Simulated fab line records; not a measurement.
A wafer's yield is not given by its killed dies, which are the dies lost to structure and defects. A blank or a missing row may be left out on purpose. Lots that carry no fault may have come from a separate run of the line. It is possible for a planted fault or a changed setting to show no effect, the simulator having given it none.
Matching of chambers :: flow n5-finfet :: N5_PMOS_HMC_CHANNEL_EPI_HM_DEP_34 on pecvd-02 has 3 sister chambers
The step deposits SiO2 from TEOS/O2, target thk 36 nm, time 6.9 s. 20 wafers are shown with their chamber, then 10 later ones without.

WAFERS PAIRED WITH THEIR CHAMBERS
wafer: L078.1
chamber: 1
throttle-valve-pct (%): 18.3
heater-power-w (W): 393
showerhead-plenum-p-Torr (Torr): 8.315

wafer: L078.2
chamber: 0
throttle-valve-pct (%): 18.1
heater-power-w (W): 563
showerhead-plenum-p-Torr (Torr): 8.390

wafer: L078.6
chamber: 0
throttle-valve-pct (%): 17.6
heater-power-w (W): 575
showerhead-plenum-p-Torr (Torr): 8.368

wafer: L081.2
chamber: 2
throttle-valve-pct (%): 16.4
heater-power-w (W): 616
showerhead-plenum-p-Torr (Torr): 8.370

wafer: L081.3
chamber: 1
throttle-valve-pct (%): 18.7
heater-power-w (W): 397
showerhead-plenum-p-Torr (Torr): 8.316

wafer: L081.5
chamber: 2
throttle-valve-pct (%): 16.5
heater-power-w (W): 626
showerhead-plenum-p-Torr (Torr): 8.379

wafer: L082.2
chamber: 0
throttle-valve-pct (%): 18.1
heater-power-w (W): 576
showerhead-plenum-p-Torr (Torr): 8.374

wafer: L082.5
chamber: 1
throttle-valve-pct (%): 18.8
heater-power-w (W): 393
showerhead-plenum-p-Torr (Torr): 8.325

wafer: L082.6
chamber: 2
throttle-valve-pct (%): 16.3
heater-power-w (W): 611
showerhead-plenum-p-Torr (Torr): 8.396

wafer: L084.1
chamber: 1
throttle-valve-pct (%): 18.7
heater-power-w (W): 457
showerhead-plenum-p-Torr (Torr): 8.296

wafer: L084.3
chamber: 0
throttle-valve-pct (%): 18.0
heater-power-w (W): 557
showerhead-plenum-p-Torr (Torr): 8.385

wafer: L084.6
chamber: 0
throttle-valve-pct (%): 18.0
heater-power-w (W): 556
showerhead-plenum-p-Torr (Torr): 8.398

wafer: L085.1
chamber: 0
throttle-valve-pct (%): 18.2
heater-power-w (W): 461
showerhead-plenum-p-Torr (Torr): 8.399

wafer: L085.2
chamber: 1
throttle-valve-pct (%): 18.5
heater-power-w (W): 463
showerhead-plenum-p-Torr (Torr): 8.318

wafer: L085.6
chamber: 1
throttle-valve-pct (%): 18.5
heater-power-w (W): 443
showerhead-plenum-p-Torr (Torr): 8.341

wafer: L087.1
chamber: 1
throttle-valve-pct (%): 18.1
heater-power-w (W): 478
showerhead-plenum-p-Torr (Torr): 8.330

wafer: L087.3
chamber: 2
throttle-valve-pct (%): 16.6
heater-power-w (W): 570
showerhead-plenum-p-Torr (Torr): 8.356

wafer: L087.5
chamber: 0
throttle-valve-pct (%): 18.0
heater-power-w (W): 555
showerhead-plenum-p-Torr (Torr): 8.374

wafer: L089.3
chamber: 0
throttle-valve-pct (%): 18.0
heater-power-w (W): 552
showerhead-plenum-p-Torr (Torr): 8.380

wafer: L089.4
chamber: 0
throttle-valve-pct (%): 17.9
heater-power-w (W): 561
showerhead-plenum-p-Torr (Torr): 8.349

SIGNATURES (means of the wafers above)
reading: throttle-valve-pct
chamber 0: 17.989
chamber 1: 18.514
chamber 2: 16.450
scatter within a chamber: 0.195

reading: heater-power-w
chamber 0: 550.67
chamber 1: 432.00
chamber 2: 605.75
scatter within a chamber: 33.9

reading: showerhead-plenum-p-Torr
chamber 0: 8.37967
chamber 1: 8.32014
chamber 2: 8.37525
scatter within a chamber: 0.0154
Rule: a wafer's distance from a chamber is the root of the sum, over the readings, of the square of ((its reading less the chamber's mean) divided by the reading's scatter). If the next closest chamber is less than 2 further off than the closest, the wafer can't be placed; otherwise it belongs to the closest. The scatter: the root of (the sum of the squares of (reading less its chamber's mean) over the shown wafers, divided by (wafers less chambers)).

WAFERS WITHOUT THEIR CHAMBER
wafer: L089.6
throttle-valve-pct (%): 18.6
heater-power-w (W): 433
showerhead-plenum-p-Torr (Torr): 8.329

wafer: L090.1
throttle-valve-pct (%): 18.5
heater-power-w (W): 447
showerhead-plenum-p-Torr (Torr): 8.331

wafer: L090.4
throttle-valve-pct (%): 16.6
heater-power-w (W): 551
showerhead-plenum-p-Torr (Torr): 8.378

wafer: L090.6
throttle-valve-pct (%): 18.1
heater-power-w (W): 591
showerhead-plenum-p-Torr (Torr): 8.390

wafer: L094.2
throttle-valve-pct (%): 18.7
heater-power-w (W): 362
showerhead-plenum-p-Torr (Torr): 8.320

wafer: L094.5
throttle-valve-pct (%): 18.8
heater-power-w (W): 364
showerhead-plenum-p-Torr (Torr): 8.323

wafer: L094.6
throttle-valve-pct (%): 16.7
heater-power-w (W): 599
showerhead-plenum-p-Torr (Torr): 8.371

wafer: L095.1
throttle-valve-pct (%): 16.7
heater-power-w (W): 590
showerhead-plenum-p-Torr (Torr): 8.391

wafer: L095.3
throttle-valve-pct (%): 18.8
heater-power-w (W): 415
showerhead-plenum-p-Torr (Torr): 8.319

wafer: L095.4
throttle-valve-pct (%): 18.3
heater-power-w (W): 405
showerhead-plenum-p-Torr (Torr): 8.325

EACH ONE'S CHAMBER
wafer: L089.6
from the rows above: 1
in truth: 1

wafer: L090.1
from the rows above: 1
in truth: 1

wafer: L090.4
from the rows above: 2
in truth: 2

wafer: L090.6
from the rows above: 0
in truth: 0

wafer: L094.2
from the rows above: 1
in truth: 1

wafer: L094.5
from the rows above: 1
in truth: 1

wafer: L094.6
from the rows above: 2
in truth: 2

wafer: L095.1
from the rows above: 2
in truth: 2

wafer: L095.3
from the rows above: 1
in truth: 1

wafer: L095.4
from the rows above: 1
in truth: 1
Correctly placed: 10 of 10. Not placeable from these rows: 0. Wrongly placed: 0.
